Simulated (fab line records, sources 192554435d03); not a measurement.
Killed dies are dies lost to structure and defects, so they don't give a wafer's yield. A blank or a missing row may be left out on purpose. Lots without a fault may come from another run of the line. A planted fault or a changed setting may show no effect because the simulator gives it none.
Chamber matching | flow n5_finfet | N5_BEOL_M0_CUTY_DESCUM_61 on rie_diel-06: 4 sister chambers
The step chemistry O2, time 7.9 s. 18 wafers are shown with their chamber, then 9 later ones without.

WAFERS WITH THEIR CHAMBER
wafer  | chamber | throttle_valve_pct (%) | oes_product_au (a.u.) | rf_vpp_V (V)
L078.1 | 1       | 20.8                   | 0.72                  | 243.8
L078.2 | 0       | 20.0                   | 0.86                  | 240.9
L078.4 | 3       | 20.9                   | 0.72                  | 244.8
L079.1 | 0       | 20.0                   | 0.85                  | 242.5
L079.4 | 1       | 20.7                   | 0.71                  | 244.1
L079.6 | 3       | 20.9                   | 0.72                  | 244.7
L080.2 | 1       | 20.8                   | 0.71                  | 244.4
L080.3 | 3       | 20.9                   | 0.71                  | 243.8
L080.4 | 3       | 20.9                   | 0.72                  | 244.0
L082.3 | 0       | 20.0                   | 0.83                  | 243.1
L082.4 | 2       | 20.3                   | 0.82                  | 244.9
L082.6 | 0       | 20.0                   | 0.82                  | 241.5
L083.2 | 0       | 20.0                   | 0.83                  | 242.2
L083.5 | 0       | 20.0                   | 0.83                  | 241.7
L083.6 | 3       | 20.9                   | 0.71                  | 245.2
L084.1 | 2       | 20.3                   | 0.82                  | 244.9
L084.3 | 3       | 20.9                   | 0.71                  | 244.5
L084.5 | 0       | 20.0                   | 0.82                  | 242.3

SIGNATURES (means of the wafers above)
reading            | chamber 0 | chamber 1 | chamber 2 | chamber 3 | scatter within a chamber
throttle_valve_pct | 20.000    | 20.767    | 20.300    | 20.900    | 0.0218
oes_product_au     | 0.8343    | 0.7133    | 0.8200    | 0.7150    | 0.0107
rf_vpp_V           | 242.029   | 244.100   | 244.900   | 244.500   | 0.578
Rule: a wafer's distance from a chamber is the root of the sum, over the readings, of the square of ((its reading less the chamber's mean) divided by the reading's scatter). The wafer belongs to the nearest chamber; if the next one is less than 2 further off, it can't be placed. The scatter: the root of (the sum of the squares of (reading less its chamber's mean) over the shown wafers, divided by (wafers less chambers)).

WAFERS WITHOUT THEIR CHAMBER
wafer  | throttle_valve_pct (%) | oes_product_au (a.u.) | rf_vpp_V (V)
L091.1 | 20.4                   | 0.81                  | 242.7
L091.2 | 20.8                   | 0.69                  | 241.1
L091.4 | 20.1                   | 0.83                  | 241.8
L095.1 | 21.0                   | 0.69                  | 246.0
L095.3 | 20.8                   | 0.68                  | 242.4
L095.6 | 20.1                   | 0.81                  | 241.9
L097.1 | 20.1                   | 0.81                  | 240.9
L097.3 | 20.4                   | 0.80                  | 244.2
L097.6 | 21.0                   | 0.69                  | 244.7

WHICH CHAMBER EACH WENT THROUGH
wafer  | from the rows above     | in truth
L091.1 | 2                       | 2
L091.2 | can't be placed: 1 or 3 | 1
L091.4 | 0                       | 0
L095.1 | 3                       | 3
L095.3 | 1                       | 1
L095.6 | 0                       | 0
L097.1 | 0                       | 0
L097.3 | 2                       | 2
L097.6 | 3                       | 3
Placed correctly: 8 of 9. Can't be placed from these rows: 1 (the true chamber is among the candidates in 1). Placed wrongly: 0.
